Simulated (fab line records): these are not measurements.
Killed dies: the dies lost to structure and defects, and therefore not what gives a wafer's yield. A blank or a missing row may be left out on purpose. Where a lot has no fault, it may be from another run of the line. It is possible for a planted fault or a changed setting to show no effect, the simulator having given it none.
Matching of chambers :: flow nand harc :: 4 sister chambers for NHARC_A_SGD_CUT_ETCH_58 on rie diel-09
The step etches the open film in CF4, target depth 39 nm, time 65 s. 16 wafers are shown with their chamber, then 8 later ones without.

== EACH WAFER AND ITS CHAMBER ==
wafer: L078.1
chamber: 0
showerhead plenum p Torr (Torr): 1.66
drypump motor current A (A): 5.5
rf vpp V (V): 150.6

wafer: L078.4
chamber: 2
showerhead plenum p Torr (Torr): 1.83
drypump motor current A (A): 5.6
rf vpp V (V): 151.9

wafer: L078.6
chamber: 2
showerhead plenum p Torr (Torr): 1.83
drypump motor current A (A): 5.6
rf vpp V (V): 151.5

wafer: L079.1
chamber: 1
showerhead plenum p Torr (Torr): 1.68
drypump motor current A (A): 6.0
rf vpp V (V): 150.1

wafer: L079.2
chamber: 3
showerhead plenum p Torr (Torr): 1.89
drypump motor current A (A): 6.2
rf vpp V (V): 153.0

wafer: L079.4
chamber: 0
showerhead plenum p Torr (Torr): 1.66
drypump motor current A (A): 5.5
rf vpp V (V): 149.1

wafer: L076.1
chamber: 1
showerhead plenum p Torr (Torr): 1.68
drypump motor current A (A): 6.0
rf vpp V (V): 150.6

wafer: L076.3
chamber: 2
showerhead plenum p Torr (Torr): 1.83
drypump motor current A (A): 5.6
rf vpp V (V): 152.0

wafer: L076.4
chamber: 3
showerhead plenum p Torr (Torr): 1.89
drypump motor current A (A): 6.2
rf vpp V (V): 152.5

wafer: L081.2
chamber: 2
showerhead plenum p Torr (Torr): 1.83
drypump motor current A (A): 5.6
rf vpp V (V): 151.4

wafer: L081.5
chamber: 2
showerhead plenum p Torr (Torr): 1.83
drypump motor current A (A): 5.6
rf vpp V (V): 150.7

wafer: L081.6
chamber: 1
showerhead plenum p Torr (Torr): 1.68
drypump motor current A (A): 6.0
rf vpp V (V): 150.3

wafer: L085.2
chamber: 0
showerhead plenum p Torr (Torr): 1.65
drypump motor current A (A): 5.6
rf vpp V (V): 150.7

wafer: L085.3
chamber: 3
showerhead plenum p Torr (Torr): 1.89
drypump motor current A (A): 6.2
rf vpp V (V): 153.1

wafer: L085.6
chamber: 3
showerhead plenum p Torr (Torr): 1.89
drypump motor current A (A): 6.2
rf vpp V (V): 151.4

wafer: L086.3
chamber: 2
showerhead plenum p Torr (Torr): 1.83
drypump motor current A (A): 5.6
rf vpp V (V): 152.1

SIGNATURES (means of the wafers above)
reading: showerhead plenum p Torr
chamber 0: 1.6567
chamber 1: 1.6800
chamber 2: 1.8300
chamber 3: 1.8900
scatter within a chamber: 0.00236

reading: drypump motor current A
chamber 0: 5.533
chamber 1: 6.000
chamber 2: 5.600
chamber 3: 6.200
scatter within a chamber: 0.0236

reading: rf vpp V
chamber 0: 150.133
chamber 1: 150.333
chamber 2: 151.600
chamber 3: 152.500
scatter within a chamber: 0.64
Rule: a wafer's distance from a chamber is the root of the sum, over the readings, of the square of ((its reading less the chamber's mean) divided by the reading's scatter). If the next closest chamber is less than 2 further off than the closest, the wafer can't be placed; otherwise it belongs to the closest. How the scatter is found: for the shown wafers, subtract from each reading the mean of its chamber, square and add these, divide the total by (wafers less chambers), then take the root.

== WAFERS MISSING THEIR CHAMBER ==
wafer: L086.4
showerhead plenum p Torr (Torr): 1.65
drypump motor current A (A): 5.5
rf vpp V (V): 149.8

wafer: L086.5
showerhead plenum p Torr (Torr): 1.89
drypump motor current A (A): 6.2
rf vpp V (V): 152.7

wafer: L092.1
showerhead plenum p Torr (Torr): 1.89
drypump motor current A (A): 6.2
rf vpp V (V): 153.1

wafer: L092.3
showerhead plenum p Torr (Torr): 1.83
drypump motor current A (A): 5.6
rf vpp V (V): 153.2

wafer: L092.6
showerhead plenum p Torr (Torr): 1.68
drypump motor current A (A): 5.9
rf vpp V (V): 151.3

wafer: L095.1
showerhead plenum p Torr (Torr): 1.65
drypump motor current A (A): 5.5
rf vpp V (V): 148.9

wafer: L095.2
showerhead plenum p Torr (Torr): 1.83
drypump motor current A (A): 5.6
rf vpp V (V): 151.5

wafer: L095.5
showerhead plenum p Torr (Torr): 1.83
drypump motor current A (A): 5.6
rf vpp V (V): 151.4

== WHICH CHAMBER EACH ONE RAN IN ==
wafer: L086.4
from the rows above: 0
in truth: 0

wafer: L086.5
from the rows above: 3
in truth: 3

wafer: L092.1
from the rows above: 3
in truth: 3

wafer: L092.3
from the rows above: 2
in truth: 2

wafer: L092.6
from the rows above: 1
in truth: 1

wafer: L095.1
from the rows above: 0
in truth: 0

wafer: L095.2
from the rows above: 2
in truth: 2

wafer: L095.5
from the rows above: 2
in truth: 2
Placed correctly: 8 of 8. Can't be placed from these rows: 0. Wrongly placed: 0.
